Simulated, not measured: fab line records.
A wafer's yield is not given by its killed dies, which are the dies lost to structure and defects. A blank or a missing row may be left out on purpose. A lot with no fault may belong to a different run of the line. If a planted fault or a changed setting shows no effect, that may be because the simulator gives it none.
Chamber matching ; flow n5Finfet ; pecvd-02 running N5_BEOL_M8_DEP_56: 3 sister chambers
The step deposits SiCN from 3MS/NH3, target thk 10 nm, time 17.5 s. 6 wafers are shown with their chamber, then 7 later ones without.

## WAFERS WITH THEIR CHAMBER
wafer;chamber;throttleValvePct (%);showerheadPlenumPTorr (Torr)
L084.6;0;9.5;3.645
L088.4;2;8.7;3.666
L088.5;0;9.5;3.650
L088.6;1;8.7;3.658
L091.1;2;8.7;3.671
L091.2;1;8.4;3.655

## WAFERS WITH NO CHAMBER GIVEN
wafer;throttleValvePct (%);showerheadPlenumPTorr (Torr)
L091.3;9.4;3.645
L094.1;8.4;3.650
L094.2;9.6;3.649
L094.6;8.5;3.663
L097.4;8.2;3.654
L097.5;8.5;3.653
L097.6;9.5;3.642

## WHICH CHAMBER EACH ONE RAN IN
wafer;from the rows above;in truth
L091.3;0;0
L094.1;1;1
L094.2;0;0
L094.6;can't be placed: 1 or 2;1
L097.4;1;1
L097.5;1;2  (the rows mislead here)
L097.6;0;0
Correctly placed: 5 of 7. These rows do not allow placing 1 (true chamber among the candidates in 1). Wrongly placed: 1.
How it was worked out, from the rows above alone: a wafer's distance from a chamber is the root of the sum, over the readings, of the square of ((its reading less the chamber's mean) divided by the reading's scatter). The wafer belongs to the nearest chamber; if the next one is less than 2 further off, it can't be placed. Each chamber's mean is taken over the wafers shown for it. The scatter: the root of (the sum of the squares of (reading less its chamber's mean) over the shown wafers, divided by (wafers less chambers)).
